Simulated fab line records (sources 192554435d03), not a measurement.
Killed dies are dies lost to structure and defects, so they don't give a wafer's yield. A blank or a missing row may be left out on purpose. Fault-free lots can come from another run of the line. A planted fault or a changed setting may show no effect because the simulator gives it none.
Which tool did it? -- flow n5_finfet -- 11 lots, 33 wafers sampled, at 5 steps of a route of 1938

WHAT THE GAUGES READ, wafer by wafer
The record holds no reading of a measuring or inspecting step that can be judged against a usual standard deviation.

WHAT TOOL EACH LOT RAN ON (gives the tool, then ch and the chambers of the sampled wafers, and finally the start)
lot,N5_BEOL_M6_SURFACE_TREAT_79,N5_BEOL_M7_CURE_74,N5_BEOL_M7_EXPOSE_08,N5_BEOL_M7_DESCUM_16,N5_PASSIVATION_PROBE_49
L434,"pvd_sputter-03, day 9 14:30","uv_cure-03 ch 0, day 9 15:55","arfi_scanner-01 ch 0, day 9 17:07","rie_diel-06 ch 0,1,3, day 9 17:19","prober-01, day 13 04:39"
L433,"pvd_sputter-03, day 9 15:56","uv_cure-02 ch 1, day 9 17:29","arfi_scanner-01 ch 0, day 9 19:04","rie_diel-05 ch 0,3, day 9 19:35","prober-01, day 13 00:05"
L435,"pvd_sputter-02, day 9 23:08","uv_cure-02 ch 2, day 10 01:50","arfi_scanner-01 ch 0, day 10 03:02","rie_diel-03 ch 0,1,3, day 10 03:22","prober-02, day 13 13:56"
L436,"pvd_sputter-03, day 10 16:52","uv_cure-03 ch 1, day 10 18:40","arfi_scanner-01 ch 0, day 10 20:29","rie_diel-06 ch 0,2,3, day 10 21:12","prober-02, day 14 06:55"
L437,"pvd_sputter-02, day 10 21:19","uv_cure-02 ch 2, day 10 22:56","arfi_scanner-02 ch 0, day 11 00:20","rie_diel-03 ch 0,3, day 11 00:36","prober-01, day 14 20:25"
L440,"pvd_sputter-03, day 11 04:22","uv_cure-02 ch 0, day 11 06:07","arfi_scanner-03 ch 0, day 11 08:03","rie_diel-06 ch 1,2,3, day 11 08:16","prober-01, day 14 20:46"
L439,"pvd_sputter-03, day 11 14:37","uv_cure-02 ch 0, day 11 17:13","arfi_scanner-01 ch 0, day 11 18:47","rie_diel-05 ch 0,1,3, day 11 19:00","prober-01, day 15 00:32"
L445,"pvd_sputter-03, day 12 22:11","uv_cure-02 ch 0, day 12 23:40","arfi_scanner-03 ch 0, day 13 02:43","rie_diel-06 ch 0,1,3, day 13 02:55","prober-02, day 16 00:54"
L447,"pvd_sputter-02, day 13 11:37","uv_cure-01 ch 0, day 13 13:02","arfi_scanner-02 ch 0, day 13 14:52","rie_diel-05 ch 0,1, day 13 15:05","prober-01, day 17 03:04"
L450,"pvd_sputter-03, day 13 15:25","uv_cure-01 ch 2, day 13 16:52","arfi_scanner-02 ch 0, day 13 18:22","rie_diel-06 ch 2,3, day 13 18:37","prober-01, day 17 14:16"
L453,"pvd_sputter-01, day 14 10:11","uv_cure-01 ch 0, day 14 12:52","arfi_scanner-03 ch 0, day 14 14:28","rie_diel-05 ch 0,1,3, day 14 14:41","prober-01, day 18 10:46"
- N5_BEOL_M6_SURFACE_TREAT_79
- N5_BEOL_M7_CURE_74: cures SiCOH lowk, time 240 s.
- N5_BEOL_M7_EXPOSE_08: exposes mask M7.
- N5_BEOL_M7_DESCUM_16: chemistry O2, time 7.9 s.
- N5_PASSIVATION_PROBE_49

WHAT THE TOOLS THEMSELVES READ (means of the sampled wafers that have a number; where no wafer has one, the mark that the record gives instead)
N5_BEOL_M7_CURE_74. Usual: lamp_power_pct 52.31 %, standard deviation 0.052; wafer_temp_C_max 386.7, standard deviation 0.68.
lot,tool,lamp_power_pct (%),wafer_temp_C_max,flag
L434,uv_cure-03,52.28,386.9,
L433,uv_cure-02,52.29,386.2,
L435,uv_cure-02,52.34,385.8,
L436,uv_cure-03,52.33,387.3,
L437,uv_cure-02,52.30,385.9,
L440,uv_cure-02,52.29,387.5,
L439,uv_cure-02,52.31,387.7,
L445,uv_cure-02,52.34,388.1,
L447,uv_cure-01,52.27,386.1,
L450,uv_cure-01,52.30,386.6,
L453,uv_cure-01,52.38,386.4,

N5_BEOL_M7_EXPOSE_08. Usual: 68.23 for exposure_dose_mJ_cm2, sd 0.075.
lot,tool,exposure_dose_mJ_cm2,flag
L434,arfi_scanner-01,68.23,
L433,arfi_scanner-01,68.27,
L435,arfi_scanner-01,68.26,
L436,arfi_scanner-01,70.03,OFF
L437,arfi_scanner-02,68.29,
L440,arfi_scanner-03,68.20,
L439,arfi_scanner-01,69.59,OFF
L445,arfi_scanner-03,68.30,
L447,arfi_scanner-02,68.16,
L450,arfi_scanner-02,68.19,
L453,arfi_scanner-03,68.20,

N5_BEOL_M7_DESCUM_16. Usual: drypump_motor_current_A 5.7 A, standard deviation 0.42; oes_product_au 0.76 a.u., standard deviation 0.05; rf_vpp_V 242.9 V, standard deviation 1.4; showerhead_plenum_p_Torr 2.09 Torr, standard deviation 0.076; throttle_valve_pct 20.39 %, standard deviation 0.19.
lot,tool,drypump_motor_current_A (A),oes_product_au (a.u.),rf_vpp_V (V),showerhead_plenum_p_Torr (Torr),throttle_valve_pct (%),flag
L434,rie_diel-06,5.7,0.75,243.4,2.08,20.33,
L433,rie_diel-05,5.8,0.72,242.4,2.09,20.57,
L435,rie_diel-03,5.3,0.80,242.8,2.11,20.28,
L436,rie_diel-06,5.9,0.75,243.8,2.14,20.41,
L437,rie_diel-03,5.4,0.76,243.4,2.12,20.36,
L440,rie_diel-06,5.8,0.76,242.4,2.07,20.51,
L439,rie_diel-05,6.1,0.77,242.5,2.07,20.46,
L445,rie_diel-06,5.7,0.74,243.2,2.08,20.36,
L447,rie_diel-05,6.2,0.80,242.2,2.05,20.41,
L450,rie_diel-06,5.9,0.73,243.9,2.12,20.61,
L453,rie_diel-05,6.1,0.76,242.6,2.07,20.48,

N5_PASSIVATION_PROBE_49. Usual: defect_limited_yield 91.1 %, standard deviation 1.4; killed_at_M0_to_M3 32, standard deviation 9.3; killed_at_M4_up 13, standard deviation 5.8; killed_at_contacts 12, standard deviation 6.3; killed_at_front_end 44, standard deviation 12; killed_at_other 3.6, standard deviation 2.7; killed_dies 104, standard deviation 17; killed_on_rim 14, standard deviation 3.9; killed_open 69, standard deviation 13; killed_short 34, standard deviation 6.9; sort_bin_5_function 5.2 %, standard deviation 0.98; sort_bin_6_memory 3.3 %, standard deviation 0.59; sort_bin_8_speed 0.01 %, standard deviation 0.039; sort_n_pass 1075, standard deviation 17; sort_yield_pct 91.1 %, standard deviation 1.4.
lot,tool,defect_limited_yield (%),killed_at_M0_to_M3,killed_at_M4_up,killed_at_contacts,killed_at_front_end,killed_at_other,killed_dies,killed_on_rim,killed_open,killed_short,sort_bin_5_function (%),sort_bin_6_memory (%),sort_bin_8_speed (%),sort_n_pass,sort_yield_pct (%),flag
L434,prober-01,91.5,28,15,10,46,1.3,100,14,66,32,5.1,3.1,0.00,1080,91.5,
L433,prober-01,91.2,33,9,11,46,3.7,104,17,65,35,5.3,3.1,0.00,1076,91.2,
L435,prober-02,91.1,24,19,15,42,5.7,105,16,70,30,5.4,3.1,0.00,1075,91.1,
L436,prober-02,92.5,32,12,7,34,4.0,88,14,57,30,4.5,2.6,0.00,1092,92.5,
L437,prober-01,91.5,26,20,7,46,1.7,100,14,61,37,4.9,3.2,0.03,1079,91.5,
L440,prober-01,92.5,35,7,5,32,9.3,89,13,58,28,4.4,2.8,0.00,1091,92.5,
L439,prober-01,89.9,34,16,9,57,3.0,119,20,80,36,5.8,3.7,0.00,1061,89.9,
L445,prober-02,91.4,33,21,7,39,0.7,101,11,63,37,5.2,3.2,0.00,1079,91.4,
L447,prober-01,90.5,33,22,12,42,3.7,112,14,67,45,5.3,3.8,0.00,1068,90.5,
L450,prober-01,91.3,30,9,17,45,1.7,103,14,70,33,5.0,3.4,0.00,1077,91.3,
L453,prober-01,93.1,26,10,10,32,3.0,82,9,53,26,4.0,2.5,0.00,1098,93.1,

THE ANSWER, worked out from the rows above alone
Rule: a lot is off if the mean of its wafers that have a number lies more than 3 standard deviations from the usual mean. Also off: a lot with no number at a reading for which 4 or more lots have one. Where the step has rows for the other lots, those lots are counted as sound. After the gauges, taken in route order, come the tools' own readings; for these a lot's mean is taken, as printed above. The first step at which some lot is off is used, and at that step the reading that is off furthest; a lot without a number counts as furthest.
Off: L436, L439, at N5_BEOL_M7_EXPOSE_08 (exposure_dose_mJ_cm2).
A tool fits if, at that step or a process step before it, it ran every lot that is off, and no sound lot after the first of them. One fits: N5_BEOL_M7_EXPOSE_08 on arfi_scanner-01. Its last sound lot is L435 (day 10 03:02), its first lot that is off L436 (day 10 20:29): a fault that began between those two fits.
The tool's own readings at N5_BEOL_M7_EXPOSE_08 bear it out: on the lots that are off they differ by more than 5 times the standard deviation of the sound lots' means. exposure_dose_mJ_cm2 reads 69.81 there against 68.23 on the sound lots.

WHAT HAD BEEN PUT IN BY THE SIMULATOR
Process parameter drift: arfi_scanner-01, from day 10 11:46 on, at N5_BEOL_M7_EXPOSE_08. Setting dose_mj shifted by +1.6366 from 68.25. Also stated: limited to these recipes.
Struck lots among those shown: L436, L439. The rule above reached the same finding.
